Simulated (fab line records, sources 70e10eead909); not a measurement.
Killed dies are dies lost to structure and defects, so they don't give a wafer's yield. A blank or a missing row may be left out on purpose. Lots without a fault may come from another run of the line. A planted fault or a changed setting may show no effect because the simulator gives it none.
Which tool did it? | flow nand_harc | 15 lots, 45 wafers sampled, at 5 steps of a route of 1159

WHAT THE GAUGES READ, wafer by wafer
The record holds no reading of a measuring or inspecting step that can be judged against a usual standard deviation.

WHICH TOOL RAN EACH LOT (tool, then ch and the chambers of the sampled wafers, then the start)
lot  | NHARC_A_CONTACT_ETCH_139             | NHARC_A_CONTACT_CVD_19                   | NHARC_A_BLC_STRIP_29               | NHARC_A_BLC_CVD_24            | NHARC_A_BLC_CMP_25
L784 | har_cap_etch-01 ch 1, day 17 01:31   | cvd_w-01 ch 0,1, day 17 10:28 or earlier | rie_diel-06 ch 1,2,3, day 17 10:28 | cvd_w-02 ch 0,1, day 17 14:13 | cmp-02 ch 0,1,3, day 17 14:47
L783 | har_cap_etch-03 ch 0,1, day 17 03:19 | cvd_w-02 ch 0, day 17 12:47 or earlier   | rie_diel-10 ch 1,2, day 17 12:47   | cvd_w-02 ch 0,1, day 17 15:50 | cmp-02 ch 0,2, day 17 16:24
L787 | har_cap_etch-01 ch 0,1, day 17 10:05 | cvd_w-02 ch 0,1, day 17 17:45 or earlier | rie_diel-13 ch 1,2, day 17 17:45   | cvd_w-02 ch 0,1, day 17 18:44 | cmp-01 ch 0,2,3, day 17 19:19
L785 | har_cap_etch-02 ch 0,1, day 17 11:57 | cvd_w-01 ch 0,1, day 17 19:04 or earlier | rie_diel-10 ch 1,3, day 17 19:04   | cvd_w-02 ch 0,1, day 17 20:03 | cmp-04 ch 0,3, day 17 20:34
L788 | har_cap_etch-02 ch 1, day 18 05:07   | cvd_w-02 ch 0,1, day 18 10:39 or earlier | rie_diel-13 ch 0,1,2, day 18 10:39 | cvd_w-02 ch 0,1, day 18 13:41 | cmp-02 ch 0,2, day 18 14:09
L789 | har_cap_etch-01 ch 0,1, day 18 13:36 | cvd_w-01 ch 0,1, day 18 18:42 or earlier | rie_diel-13 ch 0,2, day 18 18:42   | cvd_w-02 ch 0,1, day 19 02:21 | cmp-01 ch 0,1,3, day 19 07:31
L792 | har_cap_etch-02 ch 0,1, day 18 22:34 | cvd_w-02 ch 0,1, day 19 06:33 or earlier | rie_diel-10 ch 0,1, day 19 06:33   | cvd_w-01 ch 0,1, day 19 07:40 | cmp-04 ch 0,2,3, day 19 08:05
L790 | har_cap_etch-01 ch 0,1, day 19 05:56 | cvd_w-02 ch 0,1, day 19 11:10 or earlier | rie_diel-10 ch 0,3, day 19 11:10   | cvd_w-02 ch 0,1, day 19 12:16 | cmp-04 ch 0,1,3, day 19 13:28
L793 | har_cap_etch-03 ch 0, day 19 15:02   | cvd_w-01 ch 0,1, day 19 23:19 or earlier | rie_diel-06 ch 0,1, day 19 23:19   | cvd_w-02 ch 0,1, day 20 04:48 | cmp-02 ch 0,1,2, day 20 08:37
L800 | har_cap_etch-03 ch 0,1, day 20 21:38 | cvd_w-02 ch 0,1, day 21 02:52 or earlier | rie_diel-13 ch 0,2, day 21 02:52   | cvd_w-01 ch 0,1, day 21 11:37 | cmp-04 ch 0,2,3, day 21 12:05
L801 | har_cap_etch-03 ch 0,1, day 21 05:19 | cvd_w-01 ch 0,1, day 21 15:59 or earlier | rie_diel-13 ch 1,2,3, day 21 15:59 | cvd_w-01 ch 0,1, day 21 19:31 | cmp-02 ch 1,2,3, day 21 20:04
L802 | har_cap_etch-03 ch 0,1, day 21 13:29 | cvd_w-01 ch 0,1, day 21 20:56 or earlier | rie_diel-10 ch 0,1,2, day 21 20:56 | cvd_w-01 ch 0,1, day 21 23:19 | cmp-02 ch 0,2,3, day 21 23:50
L803 | har_cap_etch-01 ch 0,1, day 21 14:23 | cvd_w-01 ch 0,1, day 21 21:41 or earlier | rie_diel-13 ch 0,3, day 21 21:41   | cvd_w-02 ch 1, day 21 23:27   | cmp-01 ch 1,2,3, day 21 23:54
L806 | har_cap_etch-01 ch 0,1, day 22 02:48 | cvd_w-02 ch 0,1, day 22 08:08 or earlier | rie_diel-13 ch 0,1,3, day 22 08:08 | cvd_w-02 ch 0,1, day 22 09:06 | cmp-02 ch 0,1,3, day 22 09:38
L805 | har_cap_etch-03 ch 0,1, day 22 10:28 | cvd_w-01 ch 0, day 22 15:23 or earlier   | rie_diel-13 ch 0,1,3, day 22 15:23 | cvd_w-02 ch 0,1, day 22 20:28 | cmp-04 ch 1,3, day 22 21:00
- NHARC_A_CONTACT_ETCH_139: etches the open film in C4F8/O2/Ar, time 137 s, target depth 590 nm.
- NHARC_A_CONTACT_CVD_19: deposits W, target thk 300 nm, time 802 s.
- NHARC_A_BLC_STRIP_29: strips in CF4.
- NHARC_A_BLC_CVD_24: deposits W, target thk 150 nm, time 434 s.
- NHARC_A_BLC_CMP_25: polishes, t overpolish 30 s, target thk 150 nm.

WHAT THE TOOLS THEMSELVES READ (means of the sampled wafers that have a number; where no wafer has one, the mark that the record gives instead)
NHARC_A_CONTACT_CVD_19. Usual: heater_power_w 439 W, standard deviation 39; throttle_valve_pct 8.02 %, standard deviation 0.25.
lot  | tool     | heater_power_w (W) | throttle_valve_pct (%) | flag
L784 | cvd_w-01 | 439                | 7.99                   |
L783 | cvd_w-02 | 493                | 7.95                   |
L787 | cvd_w-02 | 409                | 8.00                   |
L785 | cvd_w-01 | 454                | 7.84                   |
L788 | cvd_w-02 | 446                | 8.14                   |
L789 | cvd_w-01 | 449                | 7.98                   |
L792 | cvd_w-02 | 412                | 8.26                   |
L790 | cvd_w-02 | 413                | 8.14                   |
L793 | cvd_w-01 | 437                | 8.10                   |
L800 | cvd_w-02 | 449                | 8.05                   |
L801 | cvd_w-01 | 449                | 7.91                   |
L802 | cvd_w-01 | 449                | 8.12                   |
L803 | cvd_w-01 | 441                | 8.05                   |
L806 | cvd_w-02 | 410                | 8.32                   |
L805 | cvd_w-01 | 440                | 7.85                   |

NHARC_A_BLC_STRIP_29. Usual: cf4_flow_sccm 150.0 sccm, standard deviation 0.44; drypump_motor_current_A 5.7 A, standard deviation 0.57; oes_product_au 0.997 a.u., standard deviation 0.0072; rf_vpp_V 59.6 V, standard deviation 0.85; showerhead_plenum_p_Torr 1.80 Torr, standard deviation 0.062; throttle_valve_pct 13.283 %, standard deviation 0.0084.
lot  | tool        | cf4_flow_sccm (sccm) | drypump_motor_current_A (A) | oes_product_au (a.u.) | rf_vpp_V (V) | showerhead_plenum_p_Torr (Torr) | throttle_valve_pct (%) | flag
L784 | rie_diel-06 | 150.4                | 5.3                         | 1.002                 | 59.4         | 1.81                            | 13.287                 |
L783 | rie_diel-10 | 149.8                | 6.4                         | 1.003                 | 59.9         | 1.77                            | 13.280                 |
L787 | rie_diel-13 | 149.7                | 5.4                         | 0.992                 | 60.3         | 1.83                            | 13.283                 |
L785 | rie_diel-10 | 149.6                | 5.9                         | 1.004                 | 60.2         | 1.74                            | 13.274                 |
L788 | rie_diel-13 | 150.0                | 5.6                         | 1.005                 | 60.4         | 1.80                            | 13.277                 |
L789 | rie_diel-13 | 149.9                | 5.9                         | 0.996                 | 59.4         | 1.75                            | 13.277                 |
L792 | rie_diel-10 | 150.0                | 6.5                         | 0.997                 | 59.5         | 1.81                            | 13.282                 |
L790 | rie_diel-10 | 149.9                | 5.4                         | 0.992                 | 58.9         | 1.81                            | 13.287                 |
L793 | rie_diel-06 | 149.8                | 6.0                         | 0.997                 | 59.8         | 1.76                            | 13.276                 |
L800 | rie_diel-13 | 149.8                | 5.7                         | 0.997                 | 59.4         | 1.78                            | 13.283                 |
L801 | rie_diel-13 | 150.2                | 5.4                         | 0.991                 | 60.3         | 1.85                            | 13.278                 |
L802 | rie_diel-10 | 150.0                | 6.4                         | 1.001                 | 59.5         | 1.82                            | 13.283                 |
L803 | rie_diel-13 | 150.2                | 5.7                         | 0.988                 | 60.4         | 1.82                            | 13.284                 |
L806 | rie_diel-13 | 150.0                | 5.5                         | 0.996                 | 59.6         | 1.81                            | 13.290                 |
L805 | rie_diel-13 | 149.9                | 5.5                         | 0.992                 | 58.7         | 1.81                            | 13.278                 |

NHARC_A_BLC_CVD_24. Usual: heater_power_w 434 W, standard deviation 51; throttle_valve_pct 8.11 %, standard deviation 0.26.
lot  | tool     | heater_power_w (W) | throttle_valve_pct (%) | flag
L784 | cvd_w-02 | 451                | 8.03                   |
L783 | cvd_w-02 | 411                | 8.02                   |
L787 | cvd_w-02 | 447                | 7.94                   |
L785 | cvd_w-02 | 413                | 8.04                   |
L788 | cvd_w-02 | 413                | 8.18                   |
L789 | cvd_w-02 | 446                | 8.10                   |
L792 | cvd_w-01 | 448                | 7.88                   |
L790 | cvd_w-02 | 442                | 7.97                   |
L793 | cvd_w-02 | 412                | 8.33                   |
L800 | cvd_w-01 | 443                | 7.89                   |
L801 | cvd_w-01 | 451                | 7.90                   |
L802 | cvd_w-01 | 442                | 7.87                   |
L803 | cvd_w-02 | 373                | 8.47                   |
L806 | cvd_w-02 | 414                | 8.33                   |
L805 | cvd_w-02 | 449                | 8.18                   |

NHARC_A_BLC_CMP_25. Usual: motor_current_A 11.8 A, standard deviation 1.3; overpolish_run_s 29.999 s, standard deviation 0.0095; slurry_filter_dp_kPa 13.52 kPa, standard deviation 0.12; time_to_endpoint_s 29.5 s, standard deviation 2.
lot  | tool   | motor_current_A (A) | overpolish_run_s (s) | slurry_filter_dp_kPa (kPa) | time_to_endpoint_s (s) | flag
L784 | cmp-02 | 10.9                | 30.002               | 13.51                      | 28.8                   |
L783 | cmp-02 | 12.0                | 29.994               | 13.39                      | 31.5                   |
L787 | cmp-01 | 11.7                | 30.002               | 13.53                      | 28.2                   |
L785 | cmp-04 | 12.1                | 29.992               | 13.54                      | 29.7                   |
L788 | cmp-02 | 12.2                | 29.991               | 13.60                      | 29.0                   |
L789 | cmp-01 | 12.5                | 30.004               | 13.44                      | 61.2                   | OFF
L792 | cmp-04 | 11.1                | 30.009               | 13.44                      | 31.7                   |
L790 | cmp-04 | 11.1                | 29.993               | 13.47                      | 60.8                   | OFF
L793 | cmp-02 | 11.7                | 29.992               | 13.43                      | 57.9                   | OFF
L800 | cmp-04 | 11.6                | 30.000               | 13.55                      | 29.0                   |
L801 | cmp-02 | 12.5                | 30.001               | 13.57                      | 28.5                   |
L802 | cmp-02 | 12.2                | 30.001               | 13.45                      | 31.1                   |
L803 | cmp-01 | 12.1                | 29.999               | 13.51                      | 28.1                   |
L806 | cmp-02 | 11.0                | 29.989               | 13.54                      | 29.1                   |
L805 | cmp-04 | 11.1                | 30.008               | 13.45                      | 26.7                   |

THE ANSWER, worked out from the rows above alone
Rule: a lot is off if the mean of its wafers that have a number lies more than 3 standard deviations from the usual mean. A lot without any number at a reading at which 4 lots or more have one is off too. The other lots that the step has rows for count as sound. The gauges are gone through in route order, then the tools' own readings, and for those a lot's mean is taken as printed above. The first step at which some lot is off is used, and at that step the reading that is off furthest; a lot without a number counts as furthest.
Off: L789, L790, L793, at NHARC_A_BLC_CMP_25 (time_to_endpoint_s).
A tool fits if, at that step or a process step before it, it ran every lot that is off, and no sound lot after the first of them. NHARC_A_CONTACT_CVD_19 gives no start for some lots, so the hours and the order of its lots are those of NHARC_A_BLC_STRIP_29. None of those tried fits.

WHAT THE SIMULATOR HAD PUT IN
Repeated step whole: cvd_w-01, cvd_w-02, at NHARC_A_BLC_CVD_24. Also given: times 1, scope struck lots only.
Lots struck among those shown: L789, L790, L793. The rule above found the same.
